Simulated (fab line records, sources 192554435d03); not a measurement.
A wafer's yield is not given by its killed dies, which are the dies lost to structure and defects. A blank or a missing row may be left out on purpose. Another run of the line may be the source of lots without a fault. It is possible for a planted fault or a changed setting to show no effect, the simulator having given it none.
A struck lot beside a sound one | flow n5Finfet | 15 out of 1938 route steps
Sound: these wafers, L836.2, L836.4, L836.6. Struck: wafer L850.3. (L850.1, L850.5 of the same lot were not struck and are left out.) The cause comes at the end.
At each step with rows: each side's tool, then ch and its chambers, then its first start. Under that, the readings that differ: sound wafers | struck wafers | difference of the means | sigmas: that difference in standard deviations of wafers without a fault.
alike: words and numbers the same on both sides, and readings whose means are apart by under 2 such deviations; not compared: readings that were withheld, readings missing a value for some wafer, numbers with overlapping values and no deviation given by the record, and bounds like >300 which may hide the same value.
A row with sigmas, a row that says differs or no value, or rows on one side alone: a step with any of these is where the two part. Non-overlapping numbers with no deviation appear without sigmas and do not part them. A reading missing from all wafers of one side parts the sides only when that side holds two or more wafers.

first, 8 steps without rows for these wafers: N5_BEOL_M15_COAT_60 (time 60 s, resist thk 89 nm); N5_BEOL_M15_COAT_22 (resist thk 800 nm); N5_BEOL_M15_EBR_24; N5_BEOL_M15_SOFTBAKE_23 (time 60 s); N5_BEOL_M15_EXPOSE_25 (exposes mask M15, target cd 400 nm); N5_BEOL_M15_PEB_26 (peb time 90 s); N5_BEOL_M15_DEVELOP_27 (develop time 45 s); N5_BEOL_M15_HARDBAKE_32 (time 120 s).
N5_BEOL_M15_CD_MEAS_28: target cd 407.6 nm.
  sound on cdSem-02 ch 0, day 11 10:25; struck on cdSem-02 ch 0, day 17 15:47
  alike: cdNm
N5_BEOL_M15_OVL_MEAS_29:
  sound on overlay-02 ch 0, day 11 10:27; struck on overlay-02 ch 0, day 17 15:49
  alike: M15_OVL
N5_BEOL_M15_INSPECT_30: inspects for defects (macro).
  sound on defectInspect-01, day 11 10:28; struck on defectInspect-02, day 17 15:50
  alike: rawDefectCount
N5_BEOL_M15_DESCUM_33: chemistry O2, time 7.9 s.
  sound on rieDiel-05 ch 0,2,3, day 11 10:30; struck on rieDiel-05 ch 0, day 17 15:55
reading    | sound             | struck | difference | sigmas
rfVppV (V) | 243.6 240.6 245.5 | 247.0  | +3.8       | +3
  alike: drypumpMotorCurrentA, o2FlowSccm, oesProductAu, showerheadPlenumPTorr, throttleValvePct
  not compared: rfHoursCounterH
N5_BEOL_M15_ETCH_61: etches BARC in N2/H2, target depth 89 nm, overetch 26.7 nm, time 67.9 s.
  sound on rieDiel-05 ch 0,2,3, day 11 10:32; struck on rieDiel-05 ch 0, day 17 15:57
reading    | sound             | struck | difference | sigmas
biasW (W)  | 149.3 150.0 149.6 | 142.1  | -7.5       | -17
rfVppV (V) | 525.9 519.1 527.9 | 511.4  | -12.9      | -5
  alike: drypumpMotorCurrentA, oesProductAu, showerheadPlenumPTorr, throttleValvePct
  not compared: rfHoursCounterH
N5_BEOL_M15_TRENCH_ETCH_34: etches SiO2 in C4F8/O2/Ar, target depth 872.93 nm, time 199 s.
  sound on rieDiel-05 ch 0,2,3, day 11 10:35; struck on rieDiel-05 ch 0, day 17 16:00
  alike: biasW, drypumpMotorCurrentA, oesProductAu, rfVppV, showerheadPlenumPTorr, throttleValvePct
  not compared: rfHoursCounterH
N5_PASSIVATION_PROBE_49:
  the record has rows for the sound wafers here (prober-01, day 12 02:04) and none for the struck ones

WHERE THEY PART
Earliest at N5_BEOL_M15_DESCUM_33; latest, in this record, at N5_PASSIVATION_PROBE_49.

WHY: what had been put in by the simulator
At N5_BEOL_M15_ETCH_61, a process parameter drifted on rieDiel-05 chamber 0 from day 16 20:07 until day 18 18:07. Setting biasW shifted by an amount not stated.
